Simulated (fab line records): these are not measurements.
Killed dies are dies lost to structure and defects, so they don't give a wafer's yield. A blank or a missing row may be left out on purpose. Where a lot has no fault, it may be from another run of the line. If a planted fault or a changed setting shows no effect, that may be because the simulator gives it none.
fab line records	flow n5_finfet
[record] lots = 6	wafers = 16	last_day = 18
route steps=1938 shown PMOS_HMC_CHANNEL_EPI@62 PASSIVATION@1936
lots with no fault: from the same line, run without faults
start_h: hours from the record's opening day to when the first of the lot's shown wafers began	wait_h: hours elapsed since this lot's preceding step	" repeats the value in the row above	L1.1+2: a row that stands for several wafers	- no value, or no start given	* or withheld: withheld	< > ~ a bound
route shown NAME@n: names a module that has steps shown in the file, with the first one's number in the route	usual: average and standard deviation across the fault-free wafers	same: alike in all rows	chamber/n: place in a boat	sites: the reading at each site	_std_site: the values' standard deviation	_edge_site: outer sites' mean less inner sites'	radius_mm: how far each site lies from the wafer's centre	mask NAME#n: copy n	behind: tool/chamber where the wafer was last shaped	hold: what put the lot on hold/how long, in hours/how the hold closed	device: names the non-switching transistor (n, p or np)	end of line: the same wafers' tests at the end of the route	a step without rows: its recipe alone	killed: dies that structure and defects cost at the first sort, which is not the same as the wafer's yield	map: shows each die of a wafer: x if killed, . if not, _ if none is there
set.NAME: setting as actually run; set.NAME@STEP: the setting as run at that earlier step	model.NAME: the simulator's own value behind a step, which no gauge read
a table for each step, a row for each wafer; lots at some steps of the route
services: the hour from which a tool's chamber was out of use, counted from the record's first day as start_h (under 0 if before that day), plus the number of hours and why
[[steps]]
[step N5_PMOS_HMC_CHANNEL_EPI_EXPOSE_06]
[recipe] mask_id = PMOS_HMC_BLK	na = 1.35	source_shape = conventional	sigma_outer = 0.8	polarization = unpolarized	target_cd_nm = 240	dose_mj = 41
[step N5_PMOS_HMC_CHANNEL_EPI_PEB_07]
[recipe] peb_temp_c = 110	peb_time_s = 60	resist = CAR-ArF-block
[step N5_PMOS_HMC_CHANNEL_EPI_DEVELOP_08]
[recipe] develop_time_s = 30	developer = TMAH	resist = CAR-ArF-block	dev_temp_c = 23	rinse_liquid = diw	dry = air_spin
[step N5_PMOS_HMC_CHANNEL_EPI_CD_MEAS_09]
[recipe] target_cd_nm = 237.4	landing_energy_ev = 500	detector = se_inlens
[usual] cd_nm = 237.2/1
lot.wafer	tool	chamber	start_h	wait_h	cd_nm
L630.3	cd_sem-03	0	29.33	-	237.7
L630.5	"	0	"	"	236.8
L630.6	"	0	"	"	236.7
L637.1	cd_sem-01	0	71.35	-	237.6
L637.2	"	0	"	"	236.3
L637.3	"	0	"	"	237.2
L642.2	cd_sem-03	0	101.22	-	238.9
L642.5	"	0	"	"	239.3
L642.6	"	0	"	"	238.7
L643.1	cd_sem-01	0	107.34	-	237.5
L643.2	"	0	"	"	238.2
L643.3	"	0	"	"	238.2
L650.1	cd_sem-03	0	150.60	-	237.3
L650.5	"	0	"	"	237.3
L651.1	cd_sem-02	0	155.81	-	239.0
L651.4	"	0	"	"	239.8
[step N5_PMOS_HMC_CHANNEL_EPI_OVL_MEAS_10]
[recipe] points_per_wafer = 44
[usual] PMOS_HMC_BLK_OVL = -0.1/0.74
lot.wafer	tool	chamber	start_h	wait_h	PMOS_HMC_BLK_OVL[nm]
L630.3	overlay-01	0	29.36	0.0	0.1
L630.5	"	0	"	"	-0.3
L630.6	"	0	"	"	0.4
L637.1	overlay-02	0	71.38	0.0	0.9
L637.2	"	0	"	"	0.3
L637.3	"	0	"	"	0.4
L642.2	overlay-02	0	101.25	0.0	-0.5
L642.5	"	0	"	"	-0.2
L642.6	"	0	"	"	0.0
L643.1	overlay-02	0	107.37	0.0	-1.7
L643.2	"	0	"	"	-1.3
L643.3	"	0	"	"	-1.8
L650.1	overlay-02	0	150.63	0.0	0.7
L650.5	"	0	"	"	0.4
L651.1	overlay-02	0	155.84	0.0	0.2
L651.4	"	0	"	"	-0.6
[step N5_PMOS_HMC_CHANNEL_EPI_INSPECT_11]
[recipe] mode = adi	inspect_instrument = macro
[usual] raw_defect_count = 2.1/1.4
lot.wafer	tool	chamber	start_h	wait_h	raw_defect_count
L630.3	defect_inspect-01	-	29.38	0.0	0
L630.5	"	-	"	"	3
L630.6	"	-	"	"	1
L637.1	defect_inspect-02	-	71.41	0.0	4
L637.2	"	-	"	"	1
L637.3	"	-	"	"	2
L642.2	defect_inspect-01	-	101.27	0.0	4
L642.5	"	-	"	"	1
L642.6	"	-	"	"	5
L643.1	defect_inspect-02	-	107.40	0.0	2
L643.2	"	-	"	"	0
L643.3	"	-	"	"	2
L650.1	defect_inspect-01	-	150.65	0.0	2
L650.5	"	-	"	"	2
L651.1	defect_inspect-01	-	156.04	0.2	3
L651.4	"	-	"	"	2
[step N5_PMOS_HMC_CHANNEL_EPI_DESCUM_14]
[recipe] chemistry = O2	time_s = 7.9	source_power_w = 50	bias_power_w = 20	pressure_mtorr = 20	rf_frequency_hz = 2.712e+07	temp_c = 40	resist = CAR-ArF-block	o2_flow_sccm = 225
[usual] bias_power_w = 19.99/0.06	drypump_motor_current_A = 5.7/0.41	oes_product_au = 0.78/0.082	rf_vpp_V = 243.1/1.4	showerhead_plenum_p_Torr = 2.09/0.078	temp_c = 40.03/0.11	throttle_valve_pct = 20.47/0.25
lot.wafer	tool	chamber	start_h	wait_h	bias_power_w	drypump_motor_current_A	oes_product_au	rf_hours_counter_h	rf_vpp_V	showerhead_plenum_p_Torr	temp_c	throttle_valve_pct
L630.3	rie_diel-03	0	29.41	0.0	20.07	5.4	0.75	135	244.2	2.12	40.15	20.91
L630.5	"	2	"	"	19.94	5.7	0.95	-	244.1	2.14	40.00	20.32
L630.6	"	1	"	"	20.00	5.8	0.72	-	243.8	2.16	40.11	20.61
L637.1	rie_diel-02	2	71.69	0.3	20.06	5.8	0.71	186	243.1	2.07	40.20	20.15
L637.2	"	0	"	"	19.94	5.0	0.83	111	241.1	1.94	40.05	20.52
L637.3	"	1	"	"	19.93	5.2	0.68	249	241.4	2.06	40.01	20.36
L642.2	rie_diel-02	0	101.60	0.3	19.95	5.0	0.80	126	240.2	1.94	40.08	20.53
L642.5	"	2	"	"	20.01	5.8	0.70	-	244.5	2.06	40.12	20.18
L642.6	"	1	"	"	20.04	5.2	0.98	-	242.4	2.06	39.93	20.03
L643.1	rie_diel-02	3	107.43	0.0	20.01	5.4	0.75	138	242.4	2.11	39.98	20.50
L643.2	"	2	"	"	19.97	5.8	0.70	203	242.4	2.06	40.23	20.20
L643.3	"	1	"	"	19.97	5.2	0.98	5	243.0	2.06	40.02	20.03
L650.1	rie_diel-03	2	150.69	0.0	20.06	5.7	0.86	45	243.4	2.12	40.17	20.36
L650.5	"	3	"	"	19.96	6.3	0.82	-	245.5	2.20	40.04	20.43
L651.1	rie_diel-03	2	156.18	0.1	20.04	5.7	0.86	47	242.5	2.12	39.82	20.36
L651.4	"	0	"	"	19.97	5.4	0.72	-	243.9	2.10	39.90	20.99
[step N5_PMOS_HMC_CHANNEL_EPI_ETCH_32]
[recipe] chemistry = N2/H2	target = BARC	stop_on = SiO2	target_depth_a = 858	over_etch_frac = 0.3	time_s = 50.3	ion_energy_ev = 200	mask_material = CAR-ArF-block	pressure_mtorr = 30	source_w = 840	bias_w = 150	n2_flow_sccm = 200	h2_flow_sccm = 200
[usual] drypump_motor_current_A = 5.7/0.41	oes_product_au = 0.67/0.066	rf_vpp_V = 523.9/2.8	showerhead_plenum_p_Torr = 2.54/0.093	throttle_valve_pct = 17.92/0.19
lot.wafer	tool	chamber	start_h	wait_h	drypump_motor_current_A	oes_product_au	rf_hours_counter_h	rf_vpp_V	showerhead_plenum_p_Torr	throttle_valve_pct
L630.3	rie_diel-03	0	29.45	0.0	5.4	0.65	135	524.7	2.55	18.24
L630.5	"	2	"	"	5.7	0.81	-	525.2	2.60	17.76
L630.6	"	1	"	"	5.8	0.61	-	523.7	2.64	18.19
L637.1	rie_diel-02	2	71.72	0.0	5.7	0.61	186	524.8	2.54	17.84
L637.2	"	0	"	"	5.0	0.70	111	518.9	2.37	17.98
L637.3	"	1	"	"	5.2	0.58	249	522.0	2.50	17.95
L642.2	rie_diel-02	0	101.64	0.0	5.0	0.68	126	518.6	2.37	18.00
L642.5	"	2	"	"	5.8	0.60	-	523.9	2.53	17.88
L642.6	"	1	"	"	5.2	0.82	-	523.1	2.50	17.55
L643.1	rie_diel-02	3	107.46	0.0	5.4	0.64	138	524.4	2.54	17.79
L643.2	"	2	"	"	5.7	0.60	203	524.2	2.53	17.88
L643.3	"	1	"	"	5.2	0.80	5	522.7	2.50	17.55
L650.1	rie_diel-03	2	150.72	0.0	5.7	0.74	45	525.8	2.59	17.83
L650.5	"	3	"	"	6.3	0.71	-	528.0	2.67	17.80
L651.1	rie_diel-03	2	156.22	0.0	5.7	0.73	47	526.6	2.59	17.81
L651.4	"	0	"	"	5.4	0.62	-	523.6	2.53	18.31
[step N5_PMOS_HMC_CHANNEL_EPI_HM_OPEN_15]
[recipe] chemistry = CHF3/O2	target = SiO2	mask_material = CAR-ArF-block	target_depth_a = 406	CHF3_flow_sccm = 50	O2_flow_sccm = 5	Ar_flow_sccm = 200	time_s = 20.3	pressure_mtorr = 30	source_w = 650	bias_w = 170	ion_energy_ev = 200
[usual] drypump_motor_current_A = 5.7/0.42	oes_f_703_au = 0.79/0.08	oes_product_au = 0.78/0.082	rf_vpp_V = 521/8.8	showerhead_plenum_p_Torr = 2.41/0.085	throttle_valve_pct = 18.95/0.18
lot.wafer	tool	chamber	start_h	wait_h	drypump_motor_current_A	oes_f_703_au	oes_product_au	rf_hours_counter_h	rf_vpp_V	showerhead_plenum_p_Torr	throttle_valve_pct
L630.3	rie_diel-03	0	29.49	0.0	5.4	0.77	0.77	135	524	2.42	19.24
L630.5	"	2	"	"	5.7	0.93	0.94	-	517	2.45	18.76
L630.6	"	1	"	"	5.8	0.74	0.72	-	518	2.49	19.15
L637.1	rie_diel-02	2	71.77	0.0	5.8	0.71	0.71	186	532	2.40	18.77
L637.2	"	0	"	"	5.0	0.83	0.81	111	511	2.24	18.96
L637.3	"	1	"	"	5.2	0.67	0.66	249	515	2.37	18.87
L642.2	rie_diel-02	0	101.68	0.0	5.0	0.81	0.80	126	510	2.24	18.98
L642.5	"	2	"	"	5.7	0.70	0.70	-	531	2.39	18.81
L642.6	"	1	"	"	5.2	0.94	0.96	-	516	2.37	18.50
L643.1	rie_diel-02	3	107.51	0.0	5.4	0.74	0.76	138	541	2.41	18.87
L643.2	"	2	"	"	5.8	0.70	0.70	203	533	2.39	18.81
L643.3	"	1	"	"	5.2	0.94	0.96	5	517	2.37	18.50
L650.1	rie_diel-03	2	150.76	0.0	5.7	0.86	0.87	45	516	2.44	18.81
L650.5	"	3	"	"	6.3	0.84	0.82	-	511	2.55	18.99
L651.1	rie_diel-03	2	156.26	0.0	5.7	0.86	0.87	47	517	2.44	18.84
L651.4	"	0	"	"	5.4	0.73	0.73	-	523	2.40	19.30
[step N5_PMOS_HMC_CHANNEL_EPI_STRIP_33]
[recipe] chemistry = N2/H2	power_w = 500	temp_c = 40	pressure_mtorr = 50	rf_frequency_hz = 6e+07	overash_fraction = 0.3	bias_power_w = 8	h2_frac = 0.5	n2_flow_sccm = 300	h2_flow_sccm = 300
[usual] bias_power_w = 7.998/0.024	drypump_motor_current_A = 5.7/0.41	oes_product_au = 0.78/0.082	rf_vpp_V = 54.0/1.6	showerhead_plenum_p_Torr = 3.36/0.12	temp_c = 40.00/0.12	throttle_valve_pct = 18.94/0.29
lot.wafer	tool	chamber	start_h	wait_h	bias_power_w	drypump_motor_current_A	oes_product_au	rf_hours_counter_h	rf_vpp_V	showerhead_plenum_p_Torr	temp_c	throttle_valve_pct
L630.3	rie_diel-03	0	29.55	0.0	8.006	5.4	0.77	135	54.0	3.37	39.95	19.43
L630.5	"	2	"	"	8.000	5.7	0.94	-	55.7	3.44	40.01	18.73
L630.6	"	1	"	"	8.002	5.8	0.71	-	53.3	3.48	40.09	19.36
L637.1	rie_diel-02	2	71.82	0.0	8.026	5.8	0.69	186	54.8	3.35	40.03	18.99
L637.2	"	0	"	"	7.983	5.0	0.82	111	52.4	3.14	40.11	18.87
L637.3	"	1	"	"	7.999	5.2	0.67	249	55.2	3.30	40.09	19.32
L642.2	rie_diel-02	0	101.73	0.0	8.021	5.0	0.80	126	51.9	3.14	39.96	18.88
L642.5	"	2	"	"	8.000	5.8	0.69	-	54.9	3.35	40.18	18.97
L642.6	"	1	"	"	8.016	5.2	0.97	-	55.1	3.30	39.91	18.92
L643.1	rie_diel-02	3	107.56	0.0	8.021	5.5	0.75	138	52.9	3.36	39.93	18.72
L643.2	"	2	"	"	7.993	5.8	0.70	203	51.6	3.34	40.16	18.97
L643.3	"	1	"	"	7.999	5.2	0.97	5	52.2	3.30	40.01	18.92
L650.1	rie_diel-03	2	150.82	0.0	8.025	5.7	0.87	45	56.6	3.42	39.94	18.78
L650.5	"	3	"	"	8.036	6.3	0.82	-	54.1	3.53	39.93	18.52
L651.1	rie_diel-03	2	156.32	0.0	7.988	5.7	0.86	47	54.7	3.41	40.11	18.84
L651.4	"	0	"	"	8.010	5.4	0.71	-	56.3	3.34	39.95	19.49
[step N5_PMOS_HMC_CHANNEL_EPI_STRIP_17]
[recipe] chemistry = SPM	time_s = 750	temp_c = 130	h2so4_h2o2_vol_ratio = 4	dry = ipa_marangoni
[step N5_PMOS_HMC_CHANNEL_EPI_ETCH_38]
[recipe] chemistry = CF4	target = SiO2	target_depth_a = 15	ion_energy_ev = 350	pressure_mtorr = 10	icp_w = 800	bias_w = 400	cf4_flow_sccm = 80
[step N5_PMOS_HMC_CHANNEL_EPI_FIN_RECESS_16]
[recipe] chemistry = HBr/Cl2	target = Si	mask_material = SiO2	target_depth_a = 540	time_s = 18	pressure_mtorr = 10	icp_w = 800	bias_w = 75	HBr_flow_sccm = 150	Cl2_flow_sccm = 80
[usual] HBr_flow_sccm = 150.0/0.43	drypump_motor_current_A = 5.9/0.44	oes_product_au = 0.995/0.02	throttle_valve_pct = 35.5/0.32
lot.wafer	tool	chamber	start_h	wait_h	HBr_flow_sccm	drypump_motor_current_A	oes_product_au	rf_hours_counter_h	throttle_valve_pct	model.etch.depth_nm	model.PMOS_HMC_CHANNEL_EPI.feature_depth_nm	model.SiO2_of_PMOS_HMC_CHANNEL_EPI_HM_DEP_34.thk_nm
L630.3	rie_si-02	2	29.87	0.0	150.4	5.2	0.985	152	35.2	55.29	55.29	30.53
L630.5	"	2	"	"	150.7	5.2	0.971	-	35.2	54.75	54.75	30.53
L630.6	"	0	"	"	149.2	6.0	1.039	-	35.3	55.26	55.26	30.5
L637.1	rie_si-01	3	72.15	0.0	149.2	6.5	0.979	73	36.0	54.22	54.22	30.43
L637.2	"	1	"	"	150.1	5.3	1.002	57	35.4	53.49	53.49	30.39
L637.3	"	0	"	"	149.7	5.4	1.028	38	35.6	55.88	55.88	30.2
L642.2	rie_si-04	0	102.06	0.0	150.6	5.8	0.974	153	35.5	53.91	53.91	29.97
L642.5	"	2	"	"	150.0	5.9	0.982	-	35.7	54.27	54.27	30.14
L642.6	"	1	"	"	149.6	6.5	1.000	-	35.4	53.92	53.92	30.39
L643.1	rie_si-02	0	107.89	0.0	149.9	6.0	1.031	18	35.3	54.44	54.44	30.21
L643.2	"	2	"	"	149.5	5.2	0.982	153	35.2	54.52	54.52	30.29
L643.3	"	1	"	"	149.9	6.1	0.984	21	34.8	53.8	53.8	30.56
L650.1	rie_si-02	3	151.35	0.0	150.1	6.1	0.812	105	35.7	35.85	35.85	32.16
L650.5	"	0	"	"	150.3	6.0	1.031	-	35.3	53.83	53.83	31.64
L651.1	rie_si-02	3	156.64	0.0	150.0	6.1	0.811	105	35.7	35.64	35.64	31.42
L651.4	"	0	"	"	149.3	6.0	0.824	19	35.6	35.31	35.31	31.8
[step N5_PMOS_HMC_CHANNEL_EPI_PRECLEAN_36]
[recipe] chemistry = O3/DIW	time_s = 45	temp_c = 22	o3_ppm = 10
[step N5_PMOS_HMC_CHANNEL_EPI_PRECLEAN_18]
[recipe] chemistry = DHF	time_s = 30	temp_c = 25	dilution = withheld
[usual] temp_c = 25.00/0.12
lot.wafer	tool	chamber	start_h	wait_h	temp_c	model.SiO2_of_PMOS_HMC_CHANNEL_EPI_HM_DEP_34.thk_nm
L630.3	wet_bench-03	4	29.98	0.0	24.95	24.99
L630.5	"	6	"	"	24.88	24.97
L630.6	"	3	"	"	25.03	24.94
L637.1	wet_bench-03	0	72.26	0.0	25.03	24.79
L637.2	"	3	"	"	24.94	24.75
L637.3	"	2	"	"	25.00	24.55
L642.2	wet_bench-02	3	102.17	0.0	24.98	24.38
L642.5	"	7	"	"	25.04	24.52
L642.6	"	0	"	"	25.04	24.78
L643.1	wet_bench-02	6	108.00	0.0	24.97	24.65
L643.2	"	4	"	"	25.06	24.73
L643.3	"	1	"	"	25.17	25
L650.1	wet_bench-02	5	151.47	0.0	25.03	26.5
L650.5	"	2	"	"	25.15	26.04
L651.1	wet_bench-03	3	156.75	0.0	25.06	25.89
L651.4	"	2	"	"	25.00	26.27
[step N5_PMOS_HMC_CHANNEL_EPI_SRD_19]
[recipe] dry = ipa_marangoni	do_ppb = 5	time_s = 30	temp_c = 23	rinse_liquid = diw
[step N5_PMOS_HMC_CHANNEL_EPI_EPI_20]
[recipe] material = SiGe30	mask_material = SiO2	pressure_torr = 20	target_thk_a = 590	temp_c = 600
[step N5_PMOS_HMC_CHANNEL_EPI_HM_STRIP_35]
[recipe] chemistry = dHF	temp_c = 25	material = SiO2	target = SiO2	target_depth_a = 396	time_s = 216
[step N5_PMOS_HMC_CHANNEL_EPI_SRD_39]
[recipe] dry = ipa_marangoni	time_s = 30	temp_c = 23	rinse_liquid = diw
[step N5_PMOS_HMC_CHANNEL_EPI_CMP_21]
[recipe] material = SiGe30	post_cmp_clean = alkaline_brush	target_thk_nm = 54
[usual] motor_current_A = 11.3/1
lot.wafer	tool	chamber	start_h	wait_h	motor_current_A
L630.3	cmp-02	2	31.43	0.1	9.8
L630.6	"	1	"	"	11.0
L630.5	"	2	"	"	9.2
L637.1	cmp-03	0	73.66	0.0	11.2
L637.3	"	1	"	"	10.2
L637.2	"	2	"	"	11.5
L642.2	cmp-02	1	103.60	0.1	10.2
L642.5	"	0	"	"	11.7
L642.6	"	1	"	"	10.6
L643.1	cmp-03	3	109.40	0.0	12.5
L643.3	"	1	"	"	10.5
L643.2	"	2	"	"	10.9
L650.1	cmp-04	2	152.94	0.1	10.8
L650.5	"	0	"	"	11.5
L651.4	cmp-02	1	158.19	0.1	10.3
L651.1	"	2	"	"	9.1
[step N5_PMOS_HMC_CHANNEL_EPI_THK_MEAS_22]
[recipe] reads = SiGe30_of_PMOS_HMC_CHANNEL_EPI_EPI_20
[usual] HMC_CMP_THK = 54.3/0.8
lot.wafer	tool	chamber	start_h	wait_h	HMC_CMP_THK[nm]
L630.3	film_metro-02	-	31.69	-	55.3
L630.5	"	-	"	"	54.8
L630.6	"	-	"	"	55.2
L637.1	film_metro-02	-	73.96	-	54.2
L637.2	"	-	"	"	53.5
L637.3	"	-	"	"	56.0
L642.2	film_metro-01	-	103.86	-	53.9
L642.5	"	-	"	"	54.3
L642.6	"	-	"	"	54.0
L643.1	film_metro-01	-	109.70	-	54.6
L643.2	"	-	"	"	54.5
L643.3	"	-	"	"	53.9
L650.1	film_metro-02	-	153.16	-	35.9
L650.5	"	-	"	"	53.7
L651.1	film_metro-02	-	158.45	-	35.7
L651.4	"	-	"	"	35.4
[step N5_PMOS_HMC_CHANNEL_EPI_PRECLEAN_40]
[recipe] chemistry = DHF	time_s = 30	temp_c = 25	dilution = withheld
[step N5_PASSIVATION_PROBE_49]
[usual] killed_at_M0_to_M3 = 31/11	killed_at_M4_up = 14/5.1	killed_at_contacts = 12/5.6	killed_at_front_end = 42/12	killed_at_other = 3.8/2.9	killed_dies = 103/18	killed_open = 67/14	killed_short = 33/8
[same] gross_dies = 1180	killed_at_back_side = 0
lot.wafer	tool	chamber	start_h	wait_h	killed_at_M0_to_M3	killed_at_M4_up	killed_at_contacts	killed_at_front_end	killed_at_other	killed_dies	killed_open	killed_short
L650.5	prober-01	-	422.70	0.2	36	14	20	45	5	120	73	35
// killed by level:class
L650.5 MOL_CONTACT_COAG:geometric_particle:open=18 HKMG_FIN:area_etch=12 STI_FIN_REVEAL:geometric_particle:open=9 BEOL_M1:geometric_particle:open=9 BEOL_M0_SAQP:geometric_particle:open=8 BEOL_M0_SAQP:geometric_particle:short=8 FIN_SAQP:geometric_particle:open=6 BEOL_M3:geometric_particle:open=5
[[services]]
tool	chamber	start_h	hours	kind
rie_si-02	1	27.49	3.1	repair
rie_diel-02	3	27.58	6.2	repair
rie_diel-03	2	32.31	2.2	repair
cmp-02	-	36.04	1.5	repair
cmp-04	-	37.50	4.4	pm
cmp-02	-	43.29	0.5	repair
rie_si-04	-	46.61	1.2	repair
cmp-03	-	53.58	1.2	repair
cmp-02	-	60.17	4.0	pm
cmp-04	-	69.77	5.2	pm
rie_diel-02	1	73.75	-	clean
rie_diel-02	1	73.75	-	consumable_replace:focus_ring
rie_diel-02	1	73.75	19.5	scheduled_down
cmp-03	-	78.65	10.7	pm
cmp-04	-	79.54	0.7	repair
cmp-02	-	95.02	0.8	repair
rie_diel-02	-	102.59	2.8	pm
cmp-04	-	107.29	1.2	repair
cmp-03	-	116.87	4.2	pm
cmp-04	-	119.98	2.2	repair
rie_si-01	1	123.29	8.5	repair
cmp-03	-	126.97	0.4	repair
cmp-04	-	128.44	4.0	pm
rie_diel-03	1	144.94	3.3	repair
[[key]]
[first_sign] step = N5_PMOS_HMC_CHANNEL_EPI_FIN_RECESS_16	reading = oes_product_au	direction = down	sigmas = 8.8	usual = 0.995	struck = 0.816
[effect] step = N5_PMOS_HMC_CHANNEL_EPI_THK_MEAS_22	reading = HMC_CMP_THK	direction = down	sigmas = 23	usual = 54.3	struck = 35.7
[model_effect] step = N5_PMOS_HMC_CHANNEL_EPI_FIN_RECESS_16	value = etch.depth_nm	without = 54.99	struck = 35.6
[model_effect] step = N5_PMOS_HMC_CHANNEL_EPI_PRECLEAN_18	value = SiO2_of_PMOS_HMC_CHANNEL_EPI_HM_DEP_34.thk_nm	without = 24.72	struck = 26.22
met_at N5_PMOS_HMC_CHANNEL_EPI_FIN_RECESS_16
struck_wafers L650.1,L651.1,L651.4
tester_left_out L650,L651
[baseline_loss] step = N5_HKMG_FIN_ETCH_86	wafers = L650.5
onset_between 107.89 151.35
[fault] kind = process_parameter_drift	tool = rie_si-02	chamber = -	onset_h = 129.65	steps = N5_PMOS_HMC_CHANNEL_EPI_FIN_RECESS_16	channel = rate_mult	offset = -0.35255	shape = step	end_h = 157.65	scope = struck_wafers_only
// tester_left_out: of these lots the tester's yield and bins aren't shown, on N5 and GAA mostly nor the transistor test; their killed dies are dies lost to structure and defects alone, not to doping, threshold or leakage, so they don't give the yield
// baseline_loss: these wafers lose ten dies or more at that step, a loss of the line's own and not of a fault; the sort's usual values leave them out
